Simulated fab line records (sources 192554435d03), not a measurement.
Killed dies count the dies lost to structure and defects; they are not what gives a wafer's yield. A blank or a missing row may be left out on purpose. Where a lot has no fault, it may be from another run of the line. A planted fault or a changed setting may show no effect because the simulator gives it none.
2 desks looking at one fault / flow n5Finfet / what lay behind the numbers comes last; until then each desk has only its own

== AT THE METROLOGY DESK ==
What the gauges read, lot by lot, whatever tool the lot ran on: means of the sampled wafers that have a number. Marked OUT: a lot whose mean sits more than 4 standard deviations from the usual mean, which makes it out of limits; the brackets give that distance. Shown here are 7 of its 11 readings, the ones lying furthest out on some lot.
Columns: A = cdNm at N5_SD_EPI_P_CD_MEAS_09, usual 240.1 nm; B = DIBL_P at N5_BEOL_M4_RC_MEAS_101, usual 35.7 mV/V; C = IOFF_P at N5_BEOL_M4_RC_MEAS_101, usual 0.21 nA/um; D = ION_N at N5_BEOL_M4_RC_MEAS_101, usual 673 uA/um; E = ION_P at N5_BEOL_M4_RC_MEAS_101, usual 462 uA/um; F = SS_P at N5_BEOL_M4_RC_MEAS_101, usual 73.2 mV/dec; G = VT_P at N5_BEOL_M4_RC_MEAS_101, usual -250 mV
lot=L956; first seen here=day 5 19:44; A=239.7; B=36.6; C=0.22; D=675; E=464; F=73.2; G=-249
lot=L957; first seen here=day 6 00:20; A=240.5; B=36.3; C=0.21; D=678; E=462; F=73.3; G=-250
lot=L958; first seen here=day 6 05:06; A=240.6; B=36.2; C=0.22; D=671; E=460; F=73.8; G=-250
lot=L964; first seen here=day 7 17:35; A=240.3; B=37.5; C=0.21; D=680; E=464; F=73.6; G=-249
lot=L948; first seen here=day 8 03:01; A=240.5; B=35.9; C=0.23; D=678; E=473; F=73.7; G=-246
lot=L965; first seen here=day 8 03:30; A=239.1; B=33.5; C=0.18; D=660; E=452; F=72.9; G=-254
lot=L966; first seen here=day 8 12:32; A=239.6; B=36.4; C=0.20; D=677; E=462; F=73.6; G=-251
lot=L969; first seen here=day 9 00:11; A=239.2; B=35.8; C=0.24; D=675; E=472; F=73.9; G=-248
lot=L968; first seen here=day 9 01:34; A=238.6; B=35.1; C=0.23; D=675; E=470; F=72.8; G=-244
This desk found nothing out of limits on any of the 9 lots.

== FOR THE TOOL OWNER'S DESK: lithoTrack-05 ==
The tool's own readings at N5_SD_EPI_P_COAT_03 (resist thk 150 nm): means of the sampled wafers that have a number, for each lot that ran on this tool. Marked OUT: a lot whose mean sits more than 4 standard deviations from the usual mean, which makes it out of limits; the brackets give that distance.
Columns: A = spinSpeedRpm at N5_SD_EPI_P_COAT_03, usual 1500.0 rpm
lot=L956; first seen here=day 5 19:23; A=1500.5
lot=L958; first seen here=day 6 04:44; A=1499.3
lot=L964; first seen here=day 7 17:14; A=1208.8 (-99 or more) OUT
lot=L965; first seen here=day 8 03:08; A=1208.1 (-99 or more) OUT
lot=L966; first seen here=day 8 12:17; A=1208.0 (-99 or more) OUT
This desk's finding: out of limits on L964, L965, L966; first on L964, day 7 17:14 (spinSpeedRpm at N5_SD_EPI_P_COAT_03). L956, L958: within limits.

== TAKEN TOGETHER ==
On L964, L965, L966, at day 7 17:14, an alarm was possible from the tool owner's desk.
Metrology desk: nothing out of limits seen.
The metrology desk holds a record of L964, L965, L966, inside its limits.
N5_SD_EPI_P_COAT_03 was run on lithoTrack-05 by each of the lots named.

== WHAT WAS PUT IN BY THE SIMULATOR ==
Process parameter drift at N5_SD_EPI_P_COAT_03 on lithoTrack-05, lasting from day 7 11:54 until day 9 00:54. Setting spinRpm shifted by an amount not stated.
Shown lots that were struck: L964, L965, L966.
How many hours passed from the start of the fault until each desk's first out-of-limits reading: the tool owner's desk, 5.
